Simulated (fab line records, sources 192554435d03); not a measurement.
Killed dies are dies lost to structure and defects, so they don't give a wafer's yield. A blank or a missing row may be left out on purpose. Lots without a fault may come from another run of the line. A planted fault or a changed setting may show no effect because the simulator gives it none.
One fault seen from 3 desks | flow n5_finfet | each desk has only its own numbers; what lay behind them comes last

THE DEFECT DESK
What the inspections along the route counted, lot by lot: means of the sampled wafers that have a number. A lot is out of limits, marked OUT, if its mean lies more than 4 standard deviations from the usual mean; the brackets give that distance.
Columns: A = raw_defect_count at N5_ZERO_LAYER_INSPECT_20, usual 40
lot  | first seen here | A
L876 | day 1 13:23     | 38
L879 | day 2 07:23     | 55
L881 | day 2 19:23     | 27
L883 | day 3 07:16     | 32
L885 | day 3 19:22     | 40
L887 | day 4 07:33     | 36
L889 | day 4 19:16     | 22
L891 | day 5 07:29     | 28
L893 | day 5 19:23     | 37
L896 | day 6 13:25     | 44
L899 | day 7 08:09     | 43
This desk's finding: nothing out of limits on any of the 11 lots.

THE TOOL OWNER'S DESK: litho_track-02
The tool's own readings at N5_PMOS_HMC_CHANNEL_EPI_COAT_31 (time 60 s, resist thk 66 nm): means of the sampled wafers that have a number, for each lot that ran on this tool. A lot is out of limits, marked OUT, if its mean lies more than 4 standard deviations from the usual mean; the brackets give that distance.
Columns: A = spin_speed_rpm at N5_PMOS_HMC_CHANNEL_EPI_COAT_31, usual 1500.0 rpm
lot  | first seen here | A
L879 | day 2 12:11     | 1500.6
L883 | day 3 11:08     | 1499.0
L885 | day 3 22:58     | 1500.8
L889 | day 4 22:56     | 1638.5 (+99 or more) OUT
L891 | day 5 11:19     | 1639.5 (+99 or more) OUT
This desk's finding: out of limits on L889, L891; first on L889, day 4 22:56 (spin_speed_rpm at N5_PMOS_HMC_CHANNEL_EPI_COAT_31). In limits: L879, L883, L885.

THE METROLOGY DESK
What the gauges read, lot by lot, whatever tool the lot ran on: means of the sampled wafers that have a number. A lot is out of limits, marked OUT, if its mean lies more than 4 standard deviations from the usual mean; the brackets give that distance. Of its 12 readings 7 are shown: those that lie furthest out on some lot.
Columns: A = PWELL_OVL at N5_WELL_APT_OVL_MEAS_26, usual -2 nm; B = HMC_CMP_THK at N5_PMOS_HMC_CHANNEL_EPI_THK_MEAS_22, usual 54.8 nm; C = DIBL_N at N5_BEOL_M4_RC_MEAS_101, usual 37.0 mV/V; D = IOFF_N at N5_BEOL_M4_RC_MEAS_101, usual 0.17 nA/um; E = IOFF_P at N5_BEOL_M4_RC_MEAS_101, usual 0.23 nA/um; F = ION_P at N5_BEOL_M4_RC_MEAS_101, usual 460 uA/um; G = VT_P at N5_BEOL_M4_RC_MEAS_101, usual -250 mV
lot  | first seen here | A   | B    | C    | D    | E    | F   | G
L876 | day 1 15:08     | -6  | 52.4 | 40.4 | 0.25 | 0.31 | 471 | -247
L879 | day 2 09:05     | -1  | 53.5 | 38.3 | 0.20 | 0.22 | 456 | -251
L881 | day 2 21:07     | -11 | 55.5 | 37.1 | 0.20 | 0.28 | 469 | -246
L883 | day 3 09:20     | -5  | 55.9 | 38.3 | 0.20 | 0.21 | 457 | -255
L885 | day 3 20:56     | -4  | 54.5 | 38.5 | 0.21 | 0.30 | 470 | -244
L887 | day 4 09:10     | -2  | 54.1 | 37.2 | 0.16 | 0.20 | 454 | -251
L889 | day 4 20:50     | 2   | 56.4 | 35.7 | 0.19 | 0.26 | 462 | -247
L891 | day 5 09:14     | 1   | 55.1 | 37.8 | 0.17 | 0.23 | 461 | -250
L893 | day 5 20:58     | -4  | 53.5 | 35.7 | 0.13 | 0.16 | 447 | -255
L896 | day 6 15:08     | 4   | 53.8 | 37.4 | 0.18 | 0.22 | 455 | -251
L899 | day 7 09:37     | -8  | 55.7 | 35.8 | 0.14 | 0.16 | 448 | -257
This desk's finding: nothing out of limits on any of the 11 lots.

PUT TOGETHER
The tool owner's desk could have raised an alarm at day 4 22:56, on L889, L891.
The defect desk saw nothing out of limits.
The metrology desk saw nothing out of limits.
The defect desk has L889, L891 on record, within its limits.
The metrology desk has L889, L891 on record, within its limits.
Of the lots named, all ran N5_PMOS_HMC_CHANNEL_EPI_COAT_31 on litho_track-02.

WHAT THE SIMULATOR HAD PUT IN
Process parameter drift: litho_track-02, from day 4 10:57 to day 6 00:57, at N5_PMOS_HMC_CHANNEL_EPI_COAT_31. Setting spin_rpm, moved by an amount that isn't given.
Lots struck among those shown: L889, L891.
Hours from the fault's start to each desk's first reading out of limits: the tool owner's desk, 12.
